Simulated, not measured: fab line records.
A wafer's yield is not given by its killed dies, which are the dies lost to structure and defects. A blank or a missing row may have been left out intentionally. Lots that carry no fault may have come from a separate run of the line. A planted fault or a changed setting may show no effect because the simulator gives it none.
Chamber matching ; flow nand_harc ; NHARC_A_CONTACT_ETCH_88 on rie_diel-02: 4 sister chambers
The step etches the open film in CF4, target depth 39 nm, time 65 s. 4 wafers are shown with their chamber, then 12 later ones without.

EACH WAFER AND ITS CHAMBER
wafer;chamber;showerhead_plenum_p_Torr (Torr)
L088.4;2;1.64
L090.1;3;1.66
L090.3;1;1.66
L090.4;0;1.86

WAFERS WITH NO CHAMBER GIVEN
wafer;showerhead_plenum_p_Torr (Torr)
L093.1;1.86
L093.4;1.64
L093.6;1.64
L092.1;1.64
L092.2;1.86
L092.5;1.66
L096.2;1.66
L096.3;1.65
L096.4;1.64
L097.1;1.64
L097.3;1.66
L097.6;1.64

EACH ONE'S CHAMBER
wafer;from the rows above;in truth
L093.1;0;0
L093.4;2;2
L093.6;2;2
L092.1;2;2
L092.2;0;0
L092.5;can't be placed: 1 or 3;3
L096.2;can't be placed: 1 or 3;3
L096.3;can't be placed: 1 or 2 or 3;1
L096.4;2;2
L097.1;2;2
L097.3;can't be placed: 1 or 3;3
L097.6;2;2
Correctly placed: 8 of 12. From these rows, 4 cannot be placed; in 4 the true chamber is one of the candidates. Placed wrongly: 0.
How it was worked out, from the rows above alone: a wafer's distance from a chamber is the root of the sum, over the readings, of the square of ((its reading less the chamber's mean) divided by the reading's scatter). If the next closest chamber is less than 2 further off than the closest, the wafer can't be placed; otherwise it belongs to the closest. A chamber's mean is the mean of its shown wafers. The scatter: with one shown wafer a chamber, the root of the mean of the squares of how far each hidden wafer lies from its nearest shown one.
